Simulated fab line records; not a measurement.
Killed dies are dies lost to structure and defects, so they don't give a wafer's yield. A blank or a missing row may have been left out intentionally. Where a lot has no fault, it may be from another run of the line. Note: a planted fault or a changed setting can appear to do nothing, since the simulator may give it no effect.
Which tool is to blame? | flow nand-harc | 13 lots, 38 wafers sampled, at 5 steps of a route of 1302

== WHAT THE GAUGES READ, wafer by wafer ==
NHARC_END_SORT_01.
lot  | measured     | on        | defect-limited-yield (%) | killed-at-array | killed-at-other | killed-at-periphery | killed-dies | killed-open | killed-short
L205 | day 25 13:07 | prober-01 | 87.7 87.4 91.1           | 79 80 57        | 0 4 3           | 4 1 0               | 83 85 60    | 8 2 3       | 1 2 3
L210 | day 27 05:41 | prober-01 | 89.1 92.0 92.6           | 70 51 50        | 1 0 0           | 3 3 0               | 74 54 50    | 6 6 1       | 2 0 1
L217 | day 30 02:14 | prober-01 | 87.6 87.0 86.3           | 64 73 77        | 3 1 1           | 17 14 15            | 84 88 93    | 0 2 2       | 0 3 2
L219 | day 31 14:28 | prober-02 | 90.7 0.1 88.2            | 57 69 76        | 0 0 0           | 6 607 4             | 63 676 80   | 3 5 1       | 2 3 4
L220 | day 31 12:52 | prober-01 | 92.2 91.9 0              | 46 52 65        | 0 1 2           | 7 2 610             | 53 55 677   | 2 3 3       | 4 3 6
L221 | day 32 14:59 | prober-01 | 0.4 91.4                 | 61 57           | 0 0             | 613 1               | 674 58      | 6 2         | 3 4

== EACH LOT AND THE TOOL THAT RAN IT (in order: tool; ch and the chambers of the sampled wafers; start) ==
lot  | NHARC_P_M2_PVD_21            | NHARC_THIN_TSV_ETCH_44             | NHARC_THIN_TSV_PVD_19                   | NHARC_THIN_TSV_DEGAS_53
L205 | pvd-sputter-03, day 7 07:19  | rie-diel-09 ch 0,1,3, day 24 17:03 | pvd-sputter-02, day 24 21:26 or earlier | pvd-sputter-02, day 24 21:26
L206 | pvd-sputter-01, day 7 15:18  | rie-diel-13 ch 1,2,3, day 24 12:08 | pvd-sputter-01, day 24 16:34 or earlier | pvd-sputter-01, day 24 16:34
L207 | pvd-sputter-01, day 8 02:53  | rie-diel-10 ch 0,3, day 24 23:40   | pvd-sputter-03, day 25 04:12 or earlier | pvd-sputter-03, day 25 04:12
L208 | pvd-sputter-01, day 8 10:14  | rie-diel-10 ch 1,2,3, day 25 00:49 | pvd-sputter-03, day 25 05:13 or earlier | pvd-sputter-01, day 25 05:13
L209 | pvd-sputter-02, day 8 22:13  | rie-diel-09 ch 0,1,2, day 25 20:00 | pvd-sputter-03, day 26 00:49 or earlier | pvd-sputter-03, day 26 00:49
L210 | pvd-sputter-03, day 9 14:15  | rie-diel-10 ch 0,1,2, day 26 12:49 | pvd-sputter-01, day 26 17:21 or earlier | pvd-sputter-01, day 26 17:21
L211 | pvd-sputter-03, day 9 20:03  | rie-diel-09 ch 0,1, day 27 11:25   | pvd-sputter-02, day 27 15:56 or earlier | pvd-sputter-03, day 27 15:56
L212 | pvd-sputter-03, day 10 18:29 | rie-diel-13 ch 0,3, day 28 00:18   | pvd-sputter-02, day 28 04:48 or earlier | pvd-sputter-01, day 28 04:48
L217 | pvd-sputter-03, day 12 10:14 | rie-diel-13 ch 0,1, day 29 11:01   | pvd-sputter-02, day 29 15:31 or earlier | pvd-sputter-02, day 29 15:31
L219 | pvd-sputter-03, day 13 06:43 | rie-diel-13 ch 1,2, day 30 21:23   | pvd-sputter-02, day 31 01:47 or earlier | pvd-sputter-01, day 31 01:47
L220 | pvd-sputter-03, day 13 08:38 | rie-diel-09 ch 1,3, day 30 20:07   | pvd-sputter-01, day 31 00:35 or earlier | pvd-sputter-02, day 31 00:35
L221 | pvd-sputter-03, day 13 20:29 | rie-diel-10 ch 3, day 31 17:26     | pvd-sputter-02, day 31 21:52 or earlier | pvd-sputter-02, day 31 21:52
L225 | pvd-sputter-02, day 15 13:58 | rie-diel-09 ch 0,1,2, day 32 13:36 | pvd-sputter-03, day 32 18:16 or earlier | pvd-sputter-03, day 32 18:16
- NHARC_P_M2_PVD_21: deposits Cu, target thk 30 nm, time 20.49 s.
- NHARC_THIN_TSV_ETCH_44: etches the open film in CF4/O2, target depth 1594.2 nm, time 797.1 s.
- NHARC_THIN_TSV_PVD_19: deposits TaN, target thk 20 nm.
- NHARC_THIN_TSV_DEGAS_53: time 60 s.

== WHAT THE TOOLS THEMSELVES READ (means of the sampled wafers that have a number; where no wafer has one, the mark that the record gives instead) ==
NHARC_P_M2_PVD_21.
lot  | tool           | chamber-pressure-pa (Pa) | throttle-valve-pct (%)
L205 | pvd-sputter-03 | 4.988                    | 30.3
L206 | pvd-sputter-01 | 4.995                    | 30.8
L207 | pvd-sputter-01 | 5.002                    | 30.1
L208 | pvd-sputter-01 | 4.988                    | 30.6
L209 | pvd-sputter-02 | 4.992                    | 31.0
L210 | pvd-sputter-03 | 4.997                    | 29.9
L211 | pvd-sputter-03 | 4.994                    | 29.7
L212 | pvd-sputter-03 | 4.993                    | 29.2
L217 | pvd-sputter-03 | 4.996                    | 29.5
L219 | pvd-sputter-03 | 4.997                    | 29.6
L220 | pvd-sputter-03 | 4.996                    | 29.5
L221 | pvd-sputter-03 | 4.995                    | 29.1
L225 | pvd-sputter-02 | 5.002                    | 30.9

NHARC_THIN_TSV_ETCH_44.
lot  | tool        | drypump-motor-current-A (A) | oes-product-au (a.u.) | rf-vpp-V (V) | showerhead-plenum-p-Torr (Torr) | throttle-valve-pct (%)
L205 | rie-diel-09 | 6.1                         | 0.989                 | 797          | 1.87                            | 16.926
L206 | rie-diel-13 | 6.0                         | 0.996                 | 794          | 1.83                            | 16.904
L207 | rie-diel-10 | 5.8                         | 1.012                 | 787          | 1.72                            | 16.916
L208 | rie-diel-10 | 5.4                         | 0.995                 | 794          | 1.84                            | 16.918
L209 | rie-diel-09 | 6.1                         | 0.995                 | 796          | 1.86                            | 16.922
L210 | rie-diel-10 | 5.5                         | 0.998                 | 795          | 1.83                            | 16.919
L211 | rie-diel-09 | 6.2                         | 1.009                 | 794          | 1.83                            | 16.928
L212 | rie-diel-13 | 6.0                         | 0.997                 | 798          | 1.88                            | 16.915
L217 | rie-diel-13 | 6.0                         | 1.006                 | 794          | 1.83                            | 16.912
L219 | rie-diel-13 | 5.9                         | 1.011                 | 792          | 1.78                            | 16.912
L220 | rie-diel-09 | 6.1                         | 0.994                 | 798          | 1.91                            | 16.910
L221 | rie-diel-10 | 5.7                         | 1.013                 | 788          | 1.73                            | 16.904
L225 | rie-diel-09 | 6.1                         | 0.994                 | 797          | 1.86                            | 16.907

NHARC_THIN_TSV_PVD_19.
lot  | tool           | chamber-pressure-pa (Pa) | throttle-valve-pct (%)
L205 | pvd-sputter-02 | 4.995                    | 30.8
L206 | pvd-sputter-01 | 5.011                    | 30.8
L207 | pvd-sputter-03 | 5.000                    | 29.9
L208 | pvd-sputter-03 | 4.992                    | 29.3
L209 | pvd-sputter-03 | 4.992                    | 29.7
L210 | pvd-sputter-01 | 5.005                    | 28.6
L211 | pvd-sputter-02 | 4.996                    | 30.8
L212 | pvd-sputter-02 | 4.989                    | 30.7
L217 | pvd-sputter-02 | 4.992                    | 31.2
L219 | pvd-sputter-02 | 4.996                    | 30.9
L220 | pvd-sputter-01 | 4.997                    | 29.0
L221 | pvd-sputter-02 | 4.995                    | 30.2
L225 | pvd-sputter-03 | 5.007                    | 28.8

NHARC_THIN_TSV_DEGAS_53.
lot  | tool           | heater-power-w (W)
L205 | pvd-sputter-02 | 506
L206 | pvd-sputter-01 | 466
L207 | pvd-sputter-03 | 461
L208 | pvd-sputter-01 | 493
L209 | pvd-sputter-03 | 496
L210 | pvd-sputter-01 | 471
L211 | pvd-sputter-03 | 482
L212 | pvd-sputter-01 | 496
L217 | pvd-sputter-02 | 484
L219 | pvd-sputter-01 | 504
L220 | pvd-sputter-02 | 494
L221 | pvd-sputter-02 | 512
L225 | pvd-sputter-03 | 470

== THE ANSWER, worked out from the rows above alone ==
Rule: the lots themselves supply what counts as usual. The widest of any qualifying gaps counts: lots, ordered by their means at a reading, are off when they make up no more than a third of the lots, leave a main group of 4 or more, and stand apart from it by 3 or more times the standard deviation of that group's means. A main group whose means are all the same, to the digits that the tables above print for the reading, isn't used. Also off: a lot with no number at a reading for which 4 or more lots have one. Where the step has rows for the other lots, those lots are counted as sound. The gauges are gone through in route order, then the tools' own readings, and for those a lot's mean is taken as printed above. The first step at which some lot is off is used, and at that step the reading that is off furthest; a lot without a number counts as furthest.
No lot is off on any of the readings shown, so nothing can be concluded from this.

== WHAT THE SIMULATOR HAD INSERTED ==
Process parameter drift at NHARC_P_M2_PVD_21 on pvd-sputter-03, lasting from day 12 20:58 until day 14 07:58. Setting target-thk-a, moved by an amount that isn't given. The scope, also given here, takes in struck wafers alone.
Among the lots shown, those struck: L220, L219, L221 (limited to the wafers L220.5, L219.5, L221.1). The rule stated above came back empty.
